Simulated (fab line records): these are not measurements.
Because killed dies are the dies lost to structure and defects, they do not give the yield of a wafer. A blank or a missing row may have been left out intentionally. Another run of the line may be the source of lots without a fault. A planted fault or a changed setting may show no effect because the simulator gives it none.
Chamber matching :: flow n5_finfet :: 4 sister chambers for N5_MOL_CONTACT_COAG_ALD_133 on ald_sin-01
The step deposits SiO2, target thk 5 nm, pulse time 1 s, co reactant pulse time 1 s. 4 wafers are shown with their chamber, then 8 later ones without.

WAFERS WITH THEIR CHAMBER
wafer: L086.1
chamber: 0
heater_power_w (W): 79

wafer: L086.3
chamber: 2
heater_power_w (W): 83

wafer: L086.5
chamber: 3
heater_power_w (W): 91

wafer: L089.1
chamber: 1
heater_power_w (W): 74

WAFERS MISSING THEIR CHAMBER
wafer: L089.2
heater_power_w (W): 76

wafer: L089.4
heater_power_w (W): 78

wafer: L090.3
heater_power_w (W): 84

wafer: L090.4
heater_power_w (W): 74

wafer: L090.5
heater_power_w (W): 75

wafer: L096.1
heater_power_w (W): 79

wafer: L096.3
heater_power_w (W): 72

wafer: L096.6
heater_power_w (W): 76

WHICH CHAMBER EACH WENT THROUGH
wafer: L089.2
from the rows above: can't be placed: 1 or 0
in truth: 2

wafer: L089.4
from the rows above: 0
in truth: 0

wafer: L090.3
from the rows above: 2
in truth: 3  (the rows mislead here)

wafer: L090.4
from the rows above: 1
in truth: 1

wafer: L090.5
from the rows above: 1
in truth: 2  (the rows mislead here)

wafer: L096.1
from the rows above: 0
in truth: 0

wafer: L096.3
from the rows above: 1
in truth: 1

wafer: L096.6
from the rows above: can't be placed: 1 or 0
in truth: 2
Placed correctly: 4 of 8. From these rows, 2 cannot be placed; in 0 the true chamber is one of the candidates. Placed wrongly: 2.
How it was worked out, from the rows above alone: a wafer's distance from a chamber is the root of the sum, over the readings, of the square of ((its reading less the chamber's mean) divided by the reading's scatter). If the next closest chamber is less than 2 further off than the closest, the wafer can't be placed; otherwise it belongs to the closest. The mean given for a chamber averages the wafers shown for that chamber. The scatter: with one shown wafer a chamber, the root of the mean of the squares of how far each hidden wafer lies from its nearest shown one.
